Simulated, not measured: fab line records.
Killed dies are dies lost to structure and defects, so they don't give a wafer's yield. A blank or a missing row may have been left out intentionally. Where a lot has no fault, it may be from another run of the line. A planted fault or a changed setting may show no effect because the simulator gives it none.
fab line records	flow nand_harc
record lots=14	wafers=42	last_day=25
route steps=1159 shown P_ZERO_WELL@11 P_STI@83
lots with no fault: from the same line, run without faults
start_h: hours from the record's opening day to when the first of the lot's shown wafers began	wait_h: time in hours since the lot's previous step	" as in the row above	L1.1+2: one row covering several wafers at once	- either no value or no given start	* or withheld: withheld	< > ~ a bound
route shown NAME@n: NAME is a module with steps in the file, n the number in the route of the first one	usual: the fault-free wafers' mean and standard deviation	same: alike in all rows	chamber/n: place in a boat	sites: readings site by site	_std_site: the standard deviation of these	_edge_site: inner sites' mean taken away from outer sites' mean	radius_mm: for every site, how far away it sits from the centre of the wafer	mask NAME#n: copy n	behind: the most recent tool/chamber to have shaped the wafer	hold: reason for holding the lot/hours on hold/outcome of the hold	device: names the non-switching transistor (n, p or np)	end of line: the tests these same wafers got at the end of their route	for a step that has no rows: nothing shown but its recipe	killed: dies lost to structure and defects at the first sort, not the wafer's yield	map: a wafer's dies, x killed, . not, _ none there
set.NAME: the setting that was run; set.NAME@STEP: the one run at that earlier step	model.NAME: the simulator's own value behind a step, which no gauge read
a sample of lots followed through the steps of the route, with each step as a table and each wafer as a row
services: when a tool's chamber went out of use (start_h, in hours from the record's first day, below 0 if earlier), for how many hours, and the reason
## steps
# step NHARC_P_ZERO_WELL_EXPOSE_08
# recipe na=0.55	target_cd_nm=500	dose_mj=33.8	mask_id=P_ZERO
# usual exposure_dose_mJ_cm2=33.78/0.038
lot.wafer	tool	chamber	start_h	wait_h	mask	exposure_dose_mJ_cm2
L569.1	krf_scanner-04	0	12.96	-	P_ZERO#0	33.81
L569.2	"	0	"	"	P_ZERO#0	33.81
L569.3	"	0	"	"	P_ZERO#0	33.81
L570.2	krf_scanner-04	0	19.37	-	P_ZERO#0	33.81
L570.3	"	0	"	"	P_ZERO#0	33.81
L570.4	"	0	"	"	P_ZERO#0	33.79
L572.1	krf_scanner-04	0	31.08	-	P_ZERO#0	33.81
L572.3	"	0	"	"	P_ZERO#0	33.80
L572.4	"	0	"	"	P_ZERO#0	33.84
L574.1	krf_scanner-01	0	43.09	-	P_ZERO#0	33.76
L574.4	"	0	"	"	P_ZERO#0	33.76
L574.6	"	0	"	"	P_ZERO#0	33.79
L575.1	krf_scanner-01	0	48.96	-	P_ZERO#0	33.86
L575.5	"	0	"	"	P_ZERO#0	33.80
L575.6	"	0	"	"	P_ZERO#0	33.82
L576.1	krf_scanner-04	0	55.08	-	P_ZERO#0	33.83
L576.2	"	0	"	"	P_ZERO#0	33.80
L576.5	"	0	"	"	P_ZERO#0	33.78
L577.1	krf_scanner-02	0	61.10	-	P_ZERO#0	33.79
L577.2	"	0	"	"	P_ZERO#0	33.73
L577.5	"	0	"	"	P_ZERO#0	33.75
L578.1	krf_scanner-02	0	66.97	-	P_ZERO#0	33.76
L578.2	"	0	"	"	P_ZERO#0	33.77
L578.5	"	0	"	"	P_ZERO#0	33.72
L583.1	krf_scanner-04	0	97.09	-	P_ZERO#0	51.48
L583.4	"	0	"	"	P_ZERO#0	51.47
L583.5	"	0	"	"	P_ZERO#0	51.47
L584.1	krf_scanner-04	0	102.96	-	P_ZERO#0	48.10
L584.3	"	0	"	"	P_ZERO#0	48.08
L584.6	"	0	"	"	P_ZERO#0	48.07
L586.1	krf_scanner-02	0	115.05	-	P_ZERO#0	33.73
L586.2	"	0	"	"	P_ZERO#0	33.77
L586.3	"	0	"	"	P_ZERO#0	33.71
L587.1	krf_scanner-02	0	120.97	-	P_ZERO#0	33.71
L587.2	"	0	"	"	P_ZERO#0	33.75
L587.6	"	0	"	"	P_ZERO#0	33.74
L588.1	krf_scanner-01	0	127.08	-	P_ZERO#0	33.77
L588.3	"	0	"	"	P_ZERO#0	33.82
L588.6	"	0	"	"	P_ZERO#0	33.76
L592.3	krf_scanner-02	0	151.10	-	P_ZERO#0	33.78
L592.4	"	0	"	"	P_ZERO#0	33.78
L592.6	"	0	"	"	P_ZERO#0	33.75
# step NHARC_P_ZERO_WELL_CD_MEAS_11
# recipe target_cd_nm=500	landing_energy_ev=500
# usual cd_nm=499.9/2.9
lot.wafer	tool	chamber	start_h	wait_h	cd_nm
L569.1	cd_sem-02	0	13.12	-	498.8
L569.2	"	0	"	"	493.3
L569.3	"	0	"	"	497.8
L570.2	cd_sem-01	0	19.52	-	498.4
L570.3	"	0	"	"	499.4
L570.4	"	0	"	"	500.0
L572.1	cd_sem-01	0	31.23	-	504.3
L572.3	"	0	"	"	502.5
L572.4	"	0	"	"	499.4
L574.1	cd_sem-01	0	43.25	-	498.7
L574.4	"	0	"	"	495.8
L574.6	"	0	"	"	501.0
L575.1	cd_sem-01	0	49.12	-	500.3
L575.5	"	0	"	"	497.8
L575.6	"	0	"	"	496.1
L576.1	cd_sem-01	0	55.23	-	505.8
L576.2	"	0	"	"	502.7
L576.5	"	0	"	"	502.4
L577.1	cd_sem-03	0	61.26	-	501.1
L577.2	"	0	"	"	502.2
L577.5	"	0	"	"	502.0
L578.1	cd_sem-02	0	67.12	-	499.8
L578.2	"	0	"	"	494.8
L578.5	"	0	"	"	500.7
L583.1	cd_sem-02	0	97.24	-	578.1
L583.4	"	0	"	"	577.7
L583.5	"	0	"	"	577.0
L584.1	cd_sem-01	0	103.11	-	564.4
L584.3	"	0	"	"	568.7
L584.6	"	0	"	"	568.4
L586.1	cd_sem-01	0	115.20	-	504.2
L586.2	"	0	"	"	499.8
L586.3	"	0	"	"	499.9
L587.1	cd_sem-01	0	121.12	-	498.5
L587.2	"	0	"	"	495.9
L587.6	"	0	"	"	498.0
L588.1	cd_sem-01	0	127.24	-	494.6
L588.3	"	0	"	"	497.5
L588.6	"	0	"	"	499.1
L592.3	cd_sem-02	0	151.25	-	494.7
L592.4	"	0	"	"	498.6
L592.6	"	0	"	"	501.7
# step NHARC_P_ZERO_WELL_ETCH_63
# recipe target_depth_a=1200	time_s=40.1	hbr_flow_sccm=150	cl2_flow_sccm=50	rf_w=400	icp_w=400	bias_w=100	chemistry=HBr/Cl2
# usual bias_w=100.0/0.31	chamber_pressure_mTorr=15.000/0.014	drypump_motor_current_A=5.7/0.43	oes_product_au=0.999/0.016	throttle_valve_pct=26.406/0.0094
lot.wafer	tool	chamber	start_h	wait_h	bias_w	chamber_pressure_mTorr	drypump_motor_current_A	oes_product_au	rf_hours_counter_h	throttle_valve_pct
L569.1	rie_si-01	2	13.57	-	100.2	14.992	5.2	1.023	0.5	26.408
L569.3	"	3	"	"	99.8	15.012	5.6	1.007	0.5	26.414
L569.2	"	1	"	"	100.2	14.983	5.6	0.991	0.5	26.415
L570.3	rie_si-01	0	19.99	-	99.6	14.986	5.6	1.020	0.5	26.403
L570.2	"	1	"	"	100.3	15.022	5.6	0.981	0.5	26.432
L570.4	"	3	"	"	100.1	15.023	5.6	0.998	0.6	26.412
L572.4	rie_si-04	0	31.66	-	99.7	15.008	4.7	0.990	1.0	26.395
L572.1	"	1	"	"	100.2	14.999	6.3	0.992	1.0	26.416
L572.3	"	2	"	"	100.1	14.997	6.3	1.004	0.8	26.410
L574.1	rie_si-06	0	43.68	-	100.1	15.015	6.1	1.001	0.2	26.401
L574.4	"	1	"	"	100.4	14.977	5.7	1.008	0.2	26.400
L574.6	"	0	"	"	100.3	15.006	6.1	0.992	-	26.410
L575.1	rie_si-01	1	49.57	-	100.1	15.003	5.6	0.964	0.8	26.412
L575.6	"	2	"	"	100.3	15.013	5.2	1.021	-	26.404
L575.5	"	3	"	"	99.8	15.010	5.6	0.988	-	26.415
L576.1	rie_si-01	3	55.67	-	99.9	14.988	5.6	1.003	0.8	26.384
L576.2	"	0	"	"	100.7	15.005	5.6	1.017	0.8	26.414
L576.5	"	1	"	"	100.0	14.997	5.6	0.966	-	26.395
L577.2	rie_si-04	2	61.69	-	100.1	14.973	6.3	0.985	1.1	26.404
L577.1	"	0	"	"	99.8	15.013	4.7	0.984	1.2	26.396
L577.5	"	1	"	"	100.0	15.011	6.3	0.984	-	26.392
L578.2	rie_si-06	3	67.54	-	99.9	14.989	5.1	0.975	0.5	26.416
L578.1	"	2	"	"	100.0	14.978	6.3	1.013	0.5	26.398
L578.5	"	3	"	"	100.6	15.024	5.2	0.976	-	26.415
L583.1	rie_si-06	3	97.70	-	100.1	14.997	5.1	0.976	0.8	26.394
L583.4	"	0	"	"	100.0	14.997	6.1	1.001	0.7	26.401
L583.5	"	2	"	"	100.0	14.999	6.2	1.003	-	26.415
L584.3	rie_si-06	2	103.54	-	99.9	14.996	6.3	1.015	0.7	26.413
L584.1	"	3	"	"	100.0	15.009	5.2	0.978	0.8	26.396
L584.6	"	1	"	"	99.8	15.004	5.7	0.993	-	26.409
L586.1	rie_si-06	3	115.61	-	100.0	14.991	5.2	0.977	1.0	26.408
L586.3	"	0	"	"	100.1	15.019	6.1	0.999	0.9	26.392
L586.2	"	2	"	"	100.5	14.993	6.2	1.012	1.0	26.401
L587.1	rie_si-01	0	121.54	-	99.8	15.021	5.6	1.006	1.3	26.406
L587.2	"	1	"	"	99.8	15.012	5.6	0.970	1.4	26.413
L587.6	"	0	"	"	99.9	15.019	5.6	1.005	-	26.412
L588.1	rie_si-06	2	127.68	-	99.6	15.013	6.3	1.018	1.0	26.404
L588.3	"	3	"	"	99.7	15.002	5.2	0.981	1.0	26.423
L588.6	"	1	"	"	99.4	15.004	5.7	1.012	-	26.400
L592.3	rie_si-01	0	151.67	-	99.8	14.982	5.6	1.028	0.1	26.416
L592.4	"	2	"	"	99.9	15.008	5.2	0.993	0.2	26.407
L592.6	"	3	"	"	100.3	15.010	5.7	0.990	-	26.403
# step NHARC_P_STI_CD_MEAS_09
# recipe target_cd_nm=200	landing_energy_ev=500
# usual cd_nm=199/3.4
lot.wafer	tool	chamber	start_h	wait_h	cd_nm
L569.1	cd_sem-01	0	38.34	-	196
L569.2	"	0	"	"	195
L569.3	"	0	"	"	197
L570.2	cd_sem-03	0	38.50	-	200
L570.3	"	0	"	"	203
L570.4	"	0	"	"	198
L572.1	cd_sem-01	0	53.40	-	197
L572.3	"	0	"	"	198
L572.4	"	0	"	"	208
L574.1	cd_sem-03	0	65.04	-	196
L574.4	"	0	"	"	201
L574.6	"	0	"	"	198
L575.1	cd_sem-01	0	70.70	-	200
L575.5	"	0	"	"	195
L575.6	"	0	"	"	199
L576.1	cd_sem-03	0	78.83	-	204
L576.2	"	0	"	"	201
L576.5	"	0	"	"	201
L577.1	cd_sem-02	0	86.83	-	198
L577.2	"	0	"	"	202
L577.5	"	0	"	"	197
L578.1	cd_sem-01	0	86.85	-	200
L578.2	"	0	"	"	196
L578.5	"	0	"	"	196
L583.1	cd_sem-01	0	120.25	-	193
L583.4	"	0	"	"	200
L583.5	"	0	"	"	200
L584.1	cd_sem-01	0	129.72	-	202
L584.3	"	0	"	"	198
L584.6	"	0	"	"	201
L586.1	cd_sem-03	0	137.18	-	197
L586.2	"	0	"	"	202
L586.3	"	0	"	"	202
L587.1	cd_sem-03	0	142.97	-	198
L587.2	"	0	"	"	207
L587.6	"	0	"	"	204
L588.1	cd_sem-01	0	148.92	-	194
L588.3	"	0	"	"	192
L588.6	"	0	"	"	198
L592.3	cd_sem-03	0	174.62	-	202
L592.4	"	0	"	"	202
L592.6	"	0	"	"	199
# step NHARC_P_STI_ETCH_42
# recipe target_depth_a=800	overetch_a=240	time_s=61	ion_energy_ev=200	n2_flow_sccm=150	h2_flow_sccm=150	ar_flow_sccm=0	rf_w=400	bias_w=150	chemistry=N2/H2
# usual bias_w=150.0/0.47	chamber_pressure_mTorr=29.999/0.03	drypump_motor_current_A=5.9/0.56	h2_flow_sccm=150.1/0.42	mfc_ar_sccm=0.007/0.01	oes_product_au=0.997/0.011	rf_vpp_V=431.4/2.9	showerhead_plenum_p_Torr=2.07/0.097	throttle_valve_pct=14.171/0.0087
lot.wafer	tool	chamber	start_h	wait_h	bias_w	chamber_pressure_mTorr	drypump_motor_current_A	h2_flow_sccm	mfc_ar_sccm	oes_product_au	rf_hours_counter_h	rf_vpp_V	showerhead_plenum_p_Torr	throttle_valve_pct
L569.3	rie_diel-11	0	38.68	0.1	149.7	29.955	6.3	149.9	0	0.993	1.3	431.7	2.06	14.163
L569.1	"	1	"	"	150.3	29.975	5.7	150.1	0	0.998	1.4	431.0	2.06	14.177
L569.2	"	3	"	"	150.1	29.972	5.3	150.5	0.038	1.000	1.4	434.1	2.18	14.179
L570.4	rie_diel-10	0	38.85	0.1	149.9	30.025	6.2	149.6	0	1.003	0.7	435.2	2.18	14.173
L570.3	"	1	"	"	149.6	30.019	5.0	149.9	0.017	0.978	0.7	427.2	1.95	14.171
L570.2	"	2	"	"	149.3	29.978	6.5	150.3	0	0.998	0.6	431.6	2.05	14.183
L572.3	rie_diel-11	3	53.74	0.1	150.6	30.009	5.3	151.0	0.038	0.998	2.1	434.4	2.18	14.173
L572.4	"	0	"	"	150.5	30.006	6.3	150.4	0	1.007	2.0	430.1	2.06	14.193
L572.1	"	1	"	"	150.7	29.995	5.7	149.9	0	1.014	2.1	431.8	2.06	14.165
L574.1	rie_diel-11	0	65.38	0.1	149.8	29.949	6.3	150.5	0	1.000	2.7	430.2	2.06	14.176
L574.4	"	2	"	"	149.6	30.023	5.8	150.1	0	0.992	2.9	427.6	1.98	14.171
L574.6	"	0	"	"	150.3	29.997	6.3	150.2	0	1.006	-	430.3	2.06	14.180
L575.1	rie_diel-10	0	71.06	0.1	151.0	30.038	6.2	149.2	0	0.998	1.5	433.7	2.18	14.185
L575.5	"	1	"	"	149.5	30.010	5.0	150.2	0.017	0.978	-	428.3	1.95	14.173
L575.6	"	2	"	"	149.6	29.980	6.5	149.9	0	0.999	-	431.3	2.05	14.170
L576.2	rie_diel-06	2	79.18	0.1	149.8	30.002	6.6	150.0	0.005	1.000	0.2	434.0	2.20	14.164
L576.1	"	0	"	"	150.8	30.047	6.7	149.6	0	0.974	0.1	429.7	2.02	14.170
L576.5	"	2	"	"	150.5	29.987	6.6	150.6	0.005	0.998	-	434.9	2.20	14.168
L577.2	rie_diel-11	2	87.17	0.1	149.7	29.968	5.8	151.0	0	0.996	4.3	429.1	1.98	14.168
L577.1	"	0	"	"	150.3	30.029	6.3	150.1	0	1.005	3.7	430.4	2.06	14.169
L577.5	"	2	"	"	149.5	29.996	5.8	150.3	0	0.996	-	429.0	1.98	14.163
L578.1	rie_diel-10	3	87.21	0.1	149.7	29.949	5.7	149.7	0.018	1.005	1.9	433.5	2.13	14.156
L578.2	"	1	"	"	149.6	30.019	5.0	149.5	0.017	0.975	2.1	426.4	1.95	14.161
L578.5	"	2	"	"	150.2	29.915	6.4	150.2	0	0.993	-	431.5	2.05	14.172
L583.1	rie_diel-06	3	120.60	0.1	150.2	29.979	5.4	149.8	0	0.989	1.5	435.2	2.16	14.159
L583.4	"	0	"	"	150.1	29.984	6.7	150.3	0	0.986	1.7	429.5	2.02	14.184
L583.5	"	0	"	"	149.6	29.964	6.7	150.2	0	0.988	-	430.7	2.02	14.176
L584.3	rie_diel-11	3	130.07	0.1	149.6	30.032	5.3	150.3	0.038	1.011	6.7	434.5	2.18	14.146
L584.1	"	0	"	"	149.8	29.994	6.3	149.9	0	1.002	5.9	432.3	2.06	14.161
L584.6	"	3	"	"	151.0	30.027	5.3	150.0	0.038	1.004	-	435.4	2.18	14.155
L586.3	rie_diel-10	2	137.53	0.1	150.3	29.954	6.4	150.2	0	0.991	3.0	431.6	2.05	14.173
L586.2	"	3	"	"	150.4	30.052	5.7	150.1	0.018	1.016	2.8	432.1	2.13	14.180
L586.1	"	0	"	"	150.2	30.025	6.2	149.9	0	0.999	3.0	433.9	2.18	14.168
L587.2	rie_diel-06	1	143.34	0.1	149.6	29.972	5.4	150.2	0.008	0.977	2.6	425.5	1.92	14.168
L587.1	"	3	"	"	151.0	30.020	5.4	150.6	0	0.992	2.2	434.1	2.16	14.175
L587.6	"	1	"	"	149.6	29.998	5.5	149.7	0.008	0.984	-	428.0	1.92	14.179
L588.1	rie_diel-06	0	149.28	0.1	149.7	30.038	6.7	149.5	0	0.993	2.6	429.0	2.02	14.172
L588.3	"	1	"	"	150.3	29.965	5.4	150.0	0.008	0.986	2.9	427.8	1.92	14.175
L588.6	"	0	"	"	149.5	29.975	6.7	149.4	0	0.987	-	431.0	2.02	14.173
L592.3	rie_diel-10	0	174.96	0.1	149.9	29.956	6.2	150.9	0	1.008	3.9	436.2	2.18	14.179
L592.4	"	2	"	"	150.4	30.058	6.5	150.7	0	0.986	4.0	429.4	2.05	14.169
L592.6	"	1	"	"	149.7	30.019	5.0	150.0	0.017	0.984	-	427.8	1.95	14.167
## services
tool	chamber	start_h	hours	kind
rie_diel-10	-	-0.50	9.0	pm
rie_si-06	-	6.00	9.0	pm
rie_diel-11	-	12.50	9.0	pm
rie_si-01	-	19.14	0.2	repair
krf_scanner-02	-	38.00	4.0	pm
rie_diel-06	2	60.10	7.8	repair
rie_diel-06	-	64.20	9.0	pm
krf_scanner-01	-	84.00	4.0	pm
rie_si-04	-	99.00	9.0	pm
rie_si-04	3	112.96	6.6	repair
rie_diel-10	3	117.74	11.5	repair
krf_scanner-04	-	126.00	4.0	pm
rie_si-01	-	127.00	9.0	pm
rie_diel-10	1	129.85	4.0	repair
rie_diel-11	-	131.61	0.7	repair
krf_scanner-01	-	133.51	0.7	repair
krf_scanner-01	-	135.99	4.1	repair
rie_diel-06	2	137.59	1.5	repair
rie_diel-11	3	138.76	12.0	repair
rie_diel-10	0	138.91	2.2	repair
krf_scanner-02	-	147.54	0.4	repair
krf_scanner-01	-	150.96	0.6	repair
krf_scanner-02	-	151.56	0.1	repair
krf_scanner-01	-	161.36	2.8	repair
## key
first_sign step=NHARC_P_ZERO_WELL_EXPOSE_08	reading=exposure_dose_mJ_cm2	direction=up	sigmas=99+	usual=33.78	struck=49.78
effect step=NHARC_P_ZERO_WELL_CD_MEAS_11	reading=cd_nm	direction=up	sigmas=25	usual=499.9	struck=572.4	through=control_loop
met_at NHARC_P_ZERO_WELL_EXPOSE_08
struck_lots L583,L584
sort_left_out L583.1,L583.4,L583.5,L584.1,L584.3,L584.6
tester_left_out L583,L584
loop_trim step=NHARC_P_ZERO_WELL_EXPOSE_08	setting=dose	lots=L584
not_acting_at NHARC_P_ZERO_WELL_ETCH_63,NHARC_P_STI_CD_MEAS_09,NHARC_P_STI_ETCH_42
onset_between 55.08 97.09
fault kind=process_parameter_drift	tool=krf_scanner-04	chamber=-	onset_h=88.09	steps=NHARC_P_ZERO_WELL_EXPOSE_08	channel=dose_mj	offset=17.669	shape=step	acts_in=these_recipes_only	stated=33.8
# tester_left_out: of these lots the tester's yield and bins aren't shown, on N5 and GAA mostly nor the transistor test; their killed dies are dies lost to structure and defects alone, not to doping, threshold or leakage, so they don't give the yield
# sort_left_out: the simulated sort isn't trusted on such a fault, so these wafers' sort isn't shown, and their yield isn't known
# loop_trim: a control loop set the setting to another value than it would have without faults
